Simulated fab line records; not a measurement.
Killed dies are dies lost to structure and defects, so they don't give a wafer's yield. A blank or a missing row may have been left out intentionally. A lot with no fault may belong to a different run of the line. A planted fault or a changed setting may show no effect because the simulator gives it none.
Chamber matching + flow n5_finfet + N5_BEOL_M15_TRENCH_ETCH_34 on rie_diel-01 has 4 sister chambers
The step etches SiO2 in C4F8/O2/Ar, target depth 872.93 nm, time 199 s. 8 wafers are shown with their chamber, then 7 later ones without.

WAFERS, EACH WITH ITS CHAMBER
| wafer  | chamber | rf_vpp_V (V) | drypump_motor_current_A (A) |
|--------|---------|--------------|-----------------------------|
| L297.3 | 2       | 2242         | 5.4                         |
| L297.6 | 0       | 2239         | 5.9                         |
| L296.1 | 2       | 2243         | 5.4                         |
| L296.2 | 3       | 2189         | 6.3                         |
| L300.1 | 1       | 2243         | 5.5                         |
| L300.3 | 0       | 2239         | 6.0                         |
| L301.2 | 1       | 2242         | 5.6                         |
| L301.4 | 3       | 2188         | 6.3                         |

WAFERS WITH NO CHAMBER GIVEN
| wafer  | rf_vpp_V (V) | drypump_motor_current_A (A) |
|--------|--------------|-----------------------------|
| L301.5 | 2243         | 5.4                         |
| L311.1 | 2242         | 5.4                         |
| L311.2 | 2187         | 6.3                         |
| L311.3 | 2241         | 5.5                         |
| L313.1 | 2238         | 5.9                         |
| L313.3 | 2187         | 6.3                         |
| L313.5 | 2242         | 5.4                         |

WHICH CHAMBER EACH ONE RAN IN
| wafer  | from the rows above     | in truth |
|--------|-------------------------|----------|
| L301.5 | 2                       | 2        |
| L311.1 | 2                       | 2        |
| L311.2 | 3                       | 3        |
| L311.3 | can't be placed: 1 or 2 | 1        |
| L313.1 | 0                       | 0        |
| L313.3 | 3                       | 3        |
| L313.5 | 2                       | 2        |
Correct placement for 6 of the 7. These rows do not allow placing 1 (true chamber among the candidates in 1). Number placed wrongly: 0.
How it was worked out, from the rows above alone: a wafer's distance from a chamber is the root of the sum, over the readings, of the square of ((its reading less the chamber's mean) divided by the reading's scatter). The wafer belongs to the nearest chamber; if the next one is less than 2 further off, it can't be placed. Each chamber's mean is taken over the wafers shown for it. The scatter is the square root of a quotient: the sum, over the shown wafers, of each reading's squared deviation from its chamber's mean, divided by wafers minus chambers.
